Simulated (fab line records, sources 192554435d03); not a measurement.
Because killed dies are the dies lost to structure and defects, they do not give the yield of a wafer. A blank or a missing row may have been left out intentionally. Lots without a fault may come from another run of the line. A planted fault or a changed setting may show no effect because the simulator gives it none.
A single fault, viewed from 3 desks    flow n5-finfet    only its own numbers are on each desk; what lay behind them is given at the end

METROLOGY DESK
What the gauges read for every lot (on any tool): the sampled wafers with a number, averaged. Marked OUT: a lot whose mean sits more than 4 standard deviations from the usual mean, which makes it out of limits; the brackets give that distance. It has 12 readings; the 7 that lie furthest out on some lot are the ones shown.
Columns: A = M0_CORE_OVL at N5_BEOL_M0_SAQP_OVL_MEAS_15, usual 0.1 nm; B = DIBL_P at N5_BEOL_M4_RC_MEAS_101, usual 36.4 mV/V; C = IOFF_P at N5_BEOL_M4_RC_MEAS_101, usual 0.21 nA/um; D = ION_N at N5_BEOL_M4_RC_MEAS_101, usual 680 uA/um; E = ION_P at N5_BEOL_M4_RC_MEAS_101, usual 465 uA/um; F = VT_N at N5_BEOL_M4_RC_MEAS_101, usual 249 mV; G = VT_P at N5_BEOL_M4_RC_MEAS_101, usual -250 mV
lot   first seen here  A     B     C     D    E    F    G
L972  day 5 09:22      0.4   34.2  0.16  673  457  253  -256
L977  day 6 23:43      -0.1  35.7  0.18  675  461  252  -254
L983  day 8 03:58      1.1   37.1  0.19  674  461  251  -251
L989  day 9 18:10      -0.3  36.9  0.20  673  465  251  -249
L992  day 10 12:29     0.0   36.5  0.19  690  466  248  -254
L994  day 11 03:11     0.5   36.1  0.22  684  469  250  -248
This desk found nothing out of limits on any of the 6 lots.

FOR THE TOOL OWNER'S DESK: rie-diel-06
The tool's own readings at N5_BEOL_M0_SAQP_ETCH_84 (etches SOC in N2/H2, target depth 100 nm, overetch 20 nm, time 150 s): means of the sampled wafers that have a number, for each lot that ran on this tool. Marked OUT: a lot whose mean sits more than 4 standard deviations from the usual mean, which makes it out of limits; the brackets give that distance.
Columns: A = drypump-motor-current-A at N5_BEOL_M0_SAQP_ETCH_84, usual 5.42 A; B = oes-product-au at N5_BEOL_M0_SAQP_ETCH_84, usual 0.69 a.u.; C = rf-fwd-power-W at N5_BEOL_M0_SAQP_ETCH_84, usual 836.0 W; D = rf-vpp-V at N5_BEOL_M0_SAQP_ETCH_84, usual 524.8 V; E = showerhead-plenum-p-Torr at N5_BEOL_M0_SAQP_ETCH_84, usual 2.58 Torr; F = throttle-valve-pct at N5_BEOL_M0_SAQP_ETCH_84, usual 17.9 %
lot   first seen here  A     B     C      D      E     F
L972  day 5 09:37      5.39  0.64  834.4  525.7  2.60  18.0
L989  day 9 18:30      5.18  0.65  836.4  526.1  2.63  18.0
L992  day 10 13:34     5.44  0.82  833.5  525.6  2.60  17.5
This desk found nothing out of limits on any of the 3 lots.

THE DEFECT DESK
What the inspections along the route counted, lot by lot: means of the sampled wafers that have a number. Marked OUT: a lot whose mean sits more than 4 standard deviations from the usual mean, which makes it out of limits; the brackets give that distance.
Columns: A = raw-defect-count at N5_BEOL_M0_SAQP_INSPECT_16, usual 504
lot   first seen here  A
L972  day 5 09:26      605
L977  day 6 23:46      406
L983  day 8 04:01      379
L989  day 9 18:13      467
L992  day 10 12:32     456
L994  day 11 03:14     448
This desk found nothing out of limits on any of the 6 lots.

BROUGHT TOGETHER
Nothing out of limits was seen by the metrology desk.
Nothing out of limits was seen by the tool owner's desk.
Nothing out of limits was seen by the defect desk.

WHAT THE SIMULATOR HAD INSERTED
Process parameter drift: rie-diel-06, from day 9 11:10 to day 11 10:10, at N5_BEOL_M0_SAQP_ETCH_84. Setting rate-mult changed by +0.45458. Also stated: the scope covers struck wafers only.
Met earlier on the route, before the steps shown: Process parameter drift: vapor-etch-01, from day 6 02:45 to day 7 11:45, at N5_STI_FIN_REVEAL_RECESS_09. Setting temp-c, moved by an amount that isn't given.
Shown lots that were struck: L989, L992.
